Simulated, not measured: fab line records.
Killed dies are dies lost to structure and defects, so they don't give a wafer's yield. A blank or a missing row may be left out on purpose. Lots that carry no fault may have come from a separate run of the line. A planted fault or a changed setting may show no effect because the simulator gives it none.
Which of the tools did it?    flow n5_finfet    66 wafers from 22 lots sampled at 2 of the route's 1938 steps

## WHAT THE GAUGES READ, wafer by wafer
N5_BEOL_M1_INSPECT_13: inspects for defects (brightfield). Usual: raw_defect_count reads 419 (standard deviation 98).
lot   measured      on                 raw_defect_count  flag
L074  day 7 13:50   defect_inspect-01  235 391 369       
L075  day 7 15:17   defect_inspect-02  507 436 460       
L077  day 7 17:19   defect_inspect-02  298 508 449       
L080  day 7 17:43   defect_inspect-01  477 583 400       
L079  day 7 19:34   defect_inspect-02  573 580 468       
L078  day 7 21:43   defect_inspect-02  393 305 332       
L081  day 7 23:00   defect_inspect-02  363 482 522       
L082  day 7 23:02   defect_inspect-01  593 472 527       
L083  day 8 12:11   defect_inspect-01  410 345 395       
L084  day 8 12:14   defect_inspect-01  432 276 302       
L085  day 9 00:57   defect_inspect-02  381 440 393       
L086  day 9 09:30   defect_inspect-01  355 404 325       
L088  day 9 11:42   defect_inspect-02  397 418 382       
L087  day 9 11:53   defect_inspect-01  485 492 626       
L089  day 10 01:32  defect_inspect-01  459 488 439       
L091  day 10 17:28  defect_inspect-02  382 408 335       
L092  day 10 20:42  defect_inspect-02  245 318 392       
L093  day 10 23:29  defect_inspect-01  453 455 265       
L094  day 11 05:02  defect_inspect-01  394 420 643       
L095  day 11 11:19  defect_inspect-02  526 448 418       
L096  day 11 14:22  defect_inspect-01  330 319 345       
L097  day 12 04:06  defect_inspect-02  295 328 316       

## EACH LOT AND THE TOOL THAT RAN IT (in order: tool; ch and the chambers of the sampled wafers; start)
lot   N5_BEOL_M0_CO_CAP_123
L074  cvd_co-02 ch 0,2, day 7 12:57
L075  cvd_co-02 ch 1,2, day 7 14:23
L077  cvd_co-02 ch 0,1,2, day 7 15:38
L080  cvd_co-01 ch 1,2, day 7 16:16
L079  cvd_co-02 ch 0,1,2, day 7 17:14
L078  cvd_co-02 ch 0,2, day 7 19:39
L081  cvd_co-02 ch 1,2, day 7 21:47
L082  cvd_co-01 ch 0,1,2, day 7 22:04
L083  cvd_co-01 ch 0,1, day 8 10:07
L084  cvd_co-02 ch 0,1,2, day 8 10:40
L085  cvd_co-02 ch 0,2, day 8 21:56
L086  cvd_co-01 ch 1,2, day 9 08:05
L088  cvd_co-01 ch 0,1,2, day 9 10:47
L087  cvd_co-02 ch 0,2, day 9 10:54
L089  cvd_co-02 ch 0,2, day 9 23:06
L091  cvd_co-01 ch 1,2, day 10 16:15
L092  cvd_co-02 ch 0,1,2, day 10 18:48
L093  cvd_co-01 ch 0,1,2, day 10 21:04
L094  cvd_co-01 ch 0,1, day 11 02:44
L095  cvd_co-01 ch 0,1,2, day 11 10:04
L096  cvd_co-01 ch 0,1,2, day 11 13:25
L097  cvd_co-01 ch 1,2, day 12 02:08
- N5_BEOL_M0_CO_CAP_123: material Co, precursor CCTBA/H2, target thk 2 nm, time 102.1 s.

## WHAT THE TOOLS THEMSELVES READ (means of the sampled wafers that have a number; where no wafer has one, the mark that the record gives instead)
N5_BEOL_M0_CO_CAP_123. Usual: heater_power_w 234 W, standard deviation 9.6; susceptor_temp_C 200.02 C, standard deviation 0.15.
lot   tool       heater_power_w (W)  susceptor_temp_C (C)  flag
L074  cvd_co-02  230                 200.01                
L075  cvd_co-02  237                 199.89                
L077  cvd_co-02  234                 199.99                
L080  cvd_co-01  228                 200.07                
L079  cvd_co-02  233                 199.98                
L078  cvd_co-02  237                 200.12                
L081  cvd_co-02  240                 200.06                
L082  cvd_co-01  232                 200.02                
L083  cvd_co-01  238                 199.89                
L084  cvd_co-02  233                 200.09                
L085  cvd_co-02  229                 199.99                
L086  cvd_co-01  226                 199.95                
L088  cvd_co-01  235                 200.11                
L087  cvd_co-02  230                 200.11                
L089  cvd_co-02  229                 200.18                
L091  cvd_co-01  226                 200.05                
L092  cvd_co-02  237                 199.95                
L093  cvd_co-01  233                 200.02                
L094  cvd_co-01  243                 200.04                
L095  cvd_co-01  238                 199.86                
L096  cvd_co-01  240                 200.08                
L097  cvd_co-01  229                 199.96                

## THE ANSWER, worked out from the rows above alone
Rule: lot off if the mean of its wafers having a number is beyond 3 standard deviations from the usual mean. A lot without any number at a reading at which 4 lots or more have one is off too. Any other lot the step has rows for is counted as sound. First the gauges in route order, then the tools' own readings, where a lot's mean is used as printed above. At the first step where some lot is off, the reading lying furthest off is the one used; lots without a number count as furthest.
Nothing can be told from this: no lot is off at any reading shown.

## WHAT WAS PUT IN BY THE SIMULATOR
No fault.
